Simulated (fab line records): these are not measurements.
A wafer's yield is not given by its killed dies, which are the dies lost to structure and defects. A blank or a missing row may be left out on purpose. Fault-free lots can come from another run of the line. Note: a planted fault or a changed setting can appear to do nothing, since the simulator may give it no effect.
The tool behind it: which one? | flow nand harc | 13 lots, 39 wafers sampled, at 5 steps of a route of 1159

== WHAT THE GAUGES READ, wafer by wafer ==
NHARC_A_SIN_REMOVE_INSPECT_04.
lot  | measured     | on                | raw defect count
L894 | day 14 07:34 | defect inspect-02 | 335 375 376
L897 | day 15 04:57 | defect inspect-01 | 474 251 267
L896 | day 15 04:58 | defect inspect-02 | 303 330 307
L898 | day 15 21:52 | defect inspect-01 | 302 223 217
L899 | day 15 21:48 | defect inspect-02 | 399 450 412
L900 | day 16 16:46 | defect inspect-01 | 289 270 290
L904 | day 17 06:08 | defect inspect-02 | 190 247 227
L903 | day 17 09:32 | defect inspect-02 | 402 373 333
L906 | day 18 09:50 | defect inspect-01 | 280 265 209
L912 | day 18 14:21 | defect inspect-01 | 296 399 305
L915 | day 19 20:23 | defect inspect-02 | 394 313 285
L914 | day 19 20:21 | defect inspect-01 | 378 343 249
L916 | day 20 17:04 | defect inspect-01 | 387 257 371

NHARC_A_WL_FILL_INSPECT_15.
lot  | measured     | on                | raw defect count
L894 | day 15 21:29 | defect inspect-02 | 511 861 465
L897 | day 16 17:29 | defect inspect-01 | 548 748 362
L896 | day 16 19:19 | defect inspect-02 | 237 275 319
L898 | day 17 15:28 | defect inspect-01 | 382 344 354
L899 | day 17 12:00 | defect inspect-02 | 568 672 957
L900 | day 17 23:33 | defect inspect-01 | 293 198 299
L904 | day 18 14:56 | defect inspect-02 | 323 451 323
L903 | day 19 13:09 | defect inspect-02 | 342 291 305
L906 | day 19 17:26 | defect inspect-02 | 351 347 364
L912 | day 19 22:27 | defect inspect-01 | 396 374 427
L915 | day 21 14:01 | defect inspect-02 | 658 448 422
L914 | day 21 09:47 | defect inspect-01 | 372 469 319
L916 | day 22 01:10 | defect inspect-01 | 452 491 596

NHARC_END_SORT_01.
lot  | measured     | on        | killed at array | killed at other | killed at periphery | killed dies | killed open | killed short
L912 | day 24 00:26 | prober-01 | 12              | 0               | 5                   | 17          | 1           | 2

== WHICH TOOL RAN EACH LOT (tool, then ch and the chambers of the sampled wafers, then the start) ==
lot  | NHARC_A_SLIT_ETCH_26             | NHARC_A_WL_FILL_ETCHBACK_26
L894 | har etch-02 ch 0,1, day 13 22:45 | rie si-05 ch 2,3, day 15 08:54
L897 | har etch-02 ch 0,1, day 14 20:07 | rie si-01 ch 0,3, day 16 04:44
L896 | har etch-01 ch 0,1, day 14 20:50 | rie si-01 ch 0,2, day 16 13:02
L898 | har etch-01 ch 0, day 15 13:00   | rie si-02 ch 0,2, day 16 21:34
L899 | har etch-02 ch 0,1, day 15 13:44 | rie si-05 ch 1,2,3, day 16 21:34
L900 | har etch-01 ch 0,1, day 16 07:54 | rie si-02 ch 2,3, day 17 13:55
L904 | har etch-02 ch 0,1, day 16 21:22 | rie si-02 ch 1,2, day 18 08:58
L903 | har etch-02 ch 0,1, day 17 00:43 | rie si-02 ch 0,2, day 19 07:10
L906 | har etch-01 ch 0,1, day 18 01:34 | rie si-02 ch 1,2,3, day 19 10:45
L912 | har etch-01 ch 0,1, day 18 07:35 | rie si-05 ch 0,1,3, day 19 14:52
L915 | har etch-02 ch 0,1, day 19 13:11 | rie si-05 ch 0,2,3, day 20 22:20
L914 | har etch-01 ch 0,1, day 19 13:59 | rie si-01 ch 0,3, day 20 22:19
L916 | har etch-02 ch 0,1, day 20 09:56 | rie si-01 ch 1,2, day 21 14:19
- NHARC_A_SLIT_ETCH_26: etches the open film in C4F8/O2/Ar, time 90 s, target depth 400 nm.
- NHARC_A_WL_FILL_ETCHBACK_26: etches the open film in HBr, target depth 52 nm, time 13.3 s.

== AS READ BY THE TOOLS THEMSELVES (means over the sampled wafers that have a number; for cases with no such wafer, the mark the record gives instead) ==
NHARC_A_SLIT_ETCH_26.
lot  | tool        | drypump motor current A (A) | esc clamp current uA | showerhead plenum p Torr (Torr) | throttle valve pct (%)
L894 | har etch-02 | 6.3                         | 0.02118              | 3.63                            | 27.620
L897 | har etch-02 | 6.3                         | 0.02119              | 3.63                            | 27.618
L896 | har etch-01 | 5.8                         | 0.02080              | 3.83                            | 27.616
L898 | har etch-01 | 5.9                         | 0.02067              | 3.83                            | 27.615
L899 | har etch-02 | 6.3                         | 0.02120              | 3.62                            | 27.622
L900 | har etch-01 | 5.8                         | 0.02098              | 3.82                            | 27.627
L904 | har etch-02 | 6.5                         | 0.02111              | 3.74                            | 27.619
L903 | har etch-02 | 6.5                         | 0.02107              | 3.74                            | 27.614
L906 | har etch-01 | 5.8                         | 0.02097              | 3.81                            | 27.625
L912 | har etch-01 | 5.9                         | 0.02083              | 3.81                            | 27.616
L915 | har etch-02 | 6.3                         | 0.02122              | 3.60                            | 27.620
L914 | har etch-01 | 5.9                         | 0.02085              | 3.80                            | 27.617
L916 | har etch-02 | 6.5                         | 0.02112              | 3.72                            | 27.630

NHARC_A_WL_FILL_ETCHBACK_26.
lot  | tool      | drypump motor current A (A) | oes product au (a.u.) | run length s (s) | throttle valve pct (%)
L894 | rie si-05 | 6.2                         | 0.993                 | 34.6             | 23.256
L897 | rie si-01 | 5.9                         | 1.006                 | 34.4             | 23.268
L896 | rie si-01 | 5.6                         | 0.994                 | 34.6             | 23.265
L898 | rie si-02 | 5.7                         | 0.984                 | 34.2             | 23.259
L899 | rie si-05 | 6.0                         | 1.007                 | 34.4             | 23.263
L900 | rie si-02 | 5.6                         | 0.992                 | 34.5             | 23.274
L904 | rie si-02 | 5.3                         | 1.016                 | 33.5             | 23.263
L903 | rie si-02 | 5.4                         | 1.012                 | 31.9             | 23.269
L906 | rie si-02 | 5.6                         | 1.000                 | 32.3             | 23.271
L912 | rie si-05 | 5.8                         | 0.993                 | 34.4             | 23.273
L915 | rie si-05 | 6.0                         | 0.987                 | 34.8             | 23.269
L914 | rie si-01 | 5.6                         | 1.010                 | 34.7             | 23.250
L916 | rie si-01 | 5.9                         | 0.998                 | 34.4             | 23.267

== THE ANSWER, worked out from the rows above alone ==
Rule: the lots themselves supply what counts as usual. The widest of any qualifying gaps counts: lots, ordered by their means at a reading, are off when they make up no more than a third of the lots, leave a main group of 4 or more, and stand apart from it by 3 or more times the standard deviation of that group's means. Not used: any main group whose means are identical at the precision the tables above print for the reading. Also off: a lot with no number at a reading for which 4 or more lots have one. The other lots that the step has rows for count as sound. First the gauges in route order, then the tools' own readings, where a lot's mean is used as printed above. At the first step where some lot is off, the reading lying furthest off is the one used; lots without a number count as furthest.
Off at NHARC_A_WL_FILL_ETCHBACK_26 (run length s): L904, L903, L906. The main group has a mean of 34.5 s with a standard deviation of 0.17.
A tool fits if, at that step or a process step before it, it ran every lot that is off, and no sound lot after the first of them. One fits: NHARC_A_WL_FILL_ETCHBACK_26 on rie si-02. Its last sound lot is L900 (day 17 13:55), its first lot that is off L904 (day 18 08:58): a fault that began between those two fits.
On the lots that are off, the tool's own readings at NHARC_A_WL_FILL_ETCHBACK_26 differ by more than 5 times the standard deviation of the sound lots' means, which bears it out; run length s reads 32.6 s there versus 34.5 s on the sound lots.

== WHAT THE SIMULATOR PUT IN ==
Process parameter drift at NHARC_A_WL_FILL_ETCHBACK_26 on rie si-02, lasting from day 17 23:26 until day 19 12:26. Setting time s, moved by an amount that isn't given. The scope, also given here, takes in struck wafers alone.
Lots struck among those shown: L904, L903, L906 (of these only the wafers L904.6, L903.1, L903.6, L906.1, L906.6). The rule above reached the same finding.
